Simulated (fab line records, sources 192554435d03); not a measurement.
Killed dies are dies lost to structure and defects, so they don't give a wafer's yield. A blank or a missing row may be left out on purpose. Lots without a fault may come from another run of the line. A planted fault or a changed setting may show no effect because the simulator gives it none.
Split-lot experiment | flow n5_finfet | 7 lots, 39 wafers read, on a route of 1938 steps

THE SPLIT
At N5_BEOL_M3_HM_DEP_02 (deposits TiN, target thk 20 nm), the setting target_thk_a was moved away from the recipe's 200 angstrom on 15 of the 39 wafers read, by -47.3% to +58.6%. The other wafers ran this setting at the recipe's value.

FROM THE SPLIT TO THE READING: what the file shows between them, 4 steps
- N5_BEOL_M3_COAT_61: time 60 s, resist thk 60 nm
- N5_BEOL_M3_COAT_62: time 60 s, resist thk 12 nm
- N5_BEOL_M3_STRIP_75: strips in N2/H2
- N5_BEOL_M3_STRIP_66: strips in CF4

THE READING
etch.depth_nm (the simulator's own value, which no gauge read), in nm, at N5_BEOL_M3_HM_OPEN_17 (chemistry Cl2/BCl3, target TiN, target depth 20 nm, overetch 6 nm). The file gives no usual value for it. The 24 wafers here that ran the recipe average 19.98 nm, standard deviation 0.27 nm.

wafer  | tool, chamber at the split | target_thk_a as run, angstrom | against the recipe | etch.depth_nm, nm | against lot-mates on the recipe
L081.1 | pvd_sputter-02, -          | 200                           | recipe             | 19.79             | -
L081.2 | pvd_sputter-02, -          | 200                           | recipe             | 20.11             | -
L081.3 | pvd_sputter-02, -          | 200                           | recipe             | 19.83             | -
L081.4 | pvd_sputter-02, -          | 200                           | recipe             | 19.67             | -
L081.5 | pvd_sputter-02, -          | 200                           | recipe             | 20                | -
L081.6 | pvd_sputter-02, -          | 200                           | recipe             | 19.82             | -
L083.1 | pvd_sputter-01, -          | 200                           | recipe             | 19.74             | -
L083.2 | pvd_sputter-01, -          | 200                           | recipe             | 19.51             | -
L083.3 | pvd_sputter-01, -          | 105.4                         | -47.3%             | 10.41             | -9.22
L083.5 | pvd_sputter-01, -          | 105.4                         | -47.3%             | 10.41             | -9.22
L083.4 | pvd_sputter-01, -          | 105.4                         | -47.3%             | 10.25             | -9.38
L083.6 | pvd_sputter-01, -          | 200                           | recipe             | 19.64             | -
L084.1 | pvd_sputter-02, -          | 273.7                         | +36.9%             | 26.9              | +6.65
L084.2 | pvd_sputter-02, -          | 200                           | recipe             | 20.18             | -
L084.3 | pvd_sputter-02, -          | 273.7                         | +36.9%             | 27.04             | +6.79
L084.4 | pvd_sputter-02, -          | 273.7                         | +36.9%             | 26.53             | +6.28
L084.5 | pvd_sputter-02, -          | 200                           | recipe             | 20.33             | -
L084.6 | pvd_sputter-02, -          | 200                           | recipe             | 20.25             | -
L086.1 | pvd_sputter-01, -          | 200                           | recipe             | 20.06             | -
L086.2 | pvd_sputter-01, -          | 200                           | recipe             | 20.22             | -
L086.3 | pvd_sputter-01, -          | 200                           | recipe             | 20.08             | -
L087.1 | pvd_sputter-03, -          | 317.2                         | +58.6%             | 26.38             | +6.27
L087.2 | pvd_sputter-03, -          | 200                           | recipe             | 19.86             | -
L087.3 | pvd_sputter-03, -          | 317.2                         | +58.6%             | 26.58             | +6.47
L087.4 | pvd_sputter-03, -          | 200                           | recipe             | 20.15             | -
L087.5 | pvd_sputter-03, -          | 200                           | recipe             | 20.31             | -
L087.6 | pvd_sputter-03, -          | 317.2                         | +58.6%             | 26.28             | +6.17
L091.1 | pvd_sputter-03, -          | 200                           | recipe             | 20.41             | -
L091.2 | pvd_sputter-03, -          | 243.1                         | +21.6%             | 24.62             | +4.33
L091.3 | pvd_sputter-03, -          | 200                           | recipe             | 19.99             | -
L091.4 | pvd_sputter-03, -          | 243.1                         | +21.6%             | 24.71             | +4.42
L091.5 | pvd_sputter-03, -          | 200                           | recipe             | 20.47             | -
L091.6 | pvd_sputter-03, -          | 243.1                         | +21.6%             | 24.66             | +4.37
L096.1 | pvd_sputter-01, -          | 249                           | +24.5%             | 24.58             | +4.87
L096.2 | pvd_sputter-01, -          | 200                           | recipe             | 19.57             | -
L096.3 | pvd_sputter-01, -          | 249                           | +24.5%             | 24.54             | +4.83
L096.4 | pvd_sputter-01, -          | 200                           | recipe             | 19.82             | -
L096.5 | pvd_sputter-01, -          | 200                           | recipe             | 19.74             | -
L096.6 | pvd_sputter-01, -          | 249                           | +24.5%             | 24.56             | +4.85

THE FIT
A straight line over all 39 wafers: etch.depth_nm changes by +0.162 nm for each +1% of target_thk_a; r = +0.96; the points scatter about the line by 1.1 nm.
The same after taking each lot's own level away (the mean of its wafers on the recipe; 39 wafers): +0.158 nm for each +1%; r = +0.96; scatter 1.1 nm.
On that fit, the largest move of target_thk_a shifts the reading by 9.3 nm.
The lots' own levels span 19.630 to 20.290 nm, that is 2.5 times the standard deviation above.
So the lot-to-lot level changes the slope little: the two slopes agree.
Check: with one of the wafers moved furthest among these (+58.6%) left out of the fit, the line predicts +9.57 nm for it against its lot-mates. It came out at +6.27 nm against them.

OTHER SPLITS ON THESE WAFERS
These wafers also went through other splits before the reading. Each is held against what the fit with the lots' levels taken away leaves over:
other split on the same wafers     | wafers away from the commonest value | r with etch.depth_nm (lot level and that fit taken away)
N5_SD_EPI_N_ETCH_16 target_depth_a | 12                                   | +0.07
N5_GATE_CUT_DESCUM_18 time_s       | 9                                    | -0.04
N5_BEOL_M0_SAQP_ETCH_84 time_s     | 9                                    | +0.12

THE WHOLE CHAIN: every reading that the file lists as answering this split, in the file's order
step                   | what it does                                                      | reading                                                                          | change (the file's fit)                                                          | r (the file's)
N5_BEOL_M3_HM_DEP_02   | deposits TiN, target thk 20 nm                                    | TiN_of_BEOL_M3_HM_DEP_02.thk_nm (the simulator's own value, which no gauge read) | +0.2 nm for each +1% of the setting                                              | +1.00
N5_BEOL_M3_HM_OPEN_17  | chemistry Cl2/BCl3, target TiN, target depth 20 nm, overetch 6 nm | etch.depth_nm (the simulator's own value, which no gauge read)                   | +0.156 nm for each +1% of the setting                                            | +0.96
N5_BEOL_M3_OCD_MEAS_38 |                                                                   | trench_depth_nm                                                                  | not straight: 53.5 at the lowest setting, 55.7 at the recipe, 0.3 at the highest | not given

THE FILE'S OWN FIT
etch.depth_nm changes by +0.156 nm for each +1% of target_thk_a, r = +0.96.
